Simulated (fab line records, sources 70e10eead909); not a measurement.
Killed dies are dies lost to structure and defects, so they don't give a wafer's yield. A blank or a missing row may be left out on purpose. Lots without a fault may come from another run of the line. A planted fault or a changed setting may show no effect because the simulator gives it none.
Chamber matching | flow nand_harc | NHARC_A_M1_PRE_CLEAN_32 on pecvd-02: 3 sister chambers
The step time 12 s. 6 wafers are shown with their chamber, then 10 later ones without.

WAFERS WITH THEIR CHAMBER
wafer  | chamber | heater_power_w (W)
L087.5 | 0       | 768
L091.3 | 2       | 687
L091.4 | 0       | 844
L091.5 | 1       | 550
L090.1 | 1       | 560
L090.4 | 2       | 788

WAFERS WITHOUT THEIR CHAMBER
wafer  | heater_power_w (W)
L090.5 | 553
L097.1 | 566
L097.2 | 830
L097.6 | 562
L095.1 | 726
L095.3 | 731
L095.5 | 478
L096.2 | 586
L096.4 | 795
L096.5 | 706

WHICH CHAMBER EACH WENT THROUGH
wafer  | from the rows above     | in truth
L090.5 | 1                       | 1
L097.1 | 1                       | 1
L097.2 | can't be placed: 0 or 2 | 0
L097.6 | 1                       | 1
L095.1 | can't be placed: 2 or 0 | 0
L095.3 | can't be placed: 2 or 0 | 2
L095.5 | 1                       | 1
L096.2 | 1                       | 1
L096.4 | can't be placed: 0 or 2 | 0
L096.5 | can't be placed: 2 or 0 | 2
Placed correctly: 5 of 10. Can't be placed from these rows: 5 (the true chamber is among the candidates in 5). Placed wrongly: 0.
How it was worked out, from the rows above alone: a wafer's distance from a chamber is the root of the sum, over the readings, of the square of ((its reading less the chamber's mean) divided by the reading's scatter). The wafer belongs to the nearest chamber; if the next one is less than 2 further off, it can't be placed. A chamber's mean is the mean of its shown wafers. The scatter: the root of (the sum of the squares of (reading less its chamber's mean) over the shown wafers, divided by (wafers less chambers)).
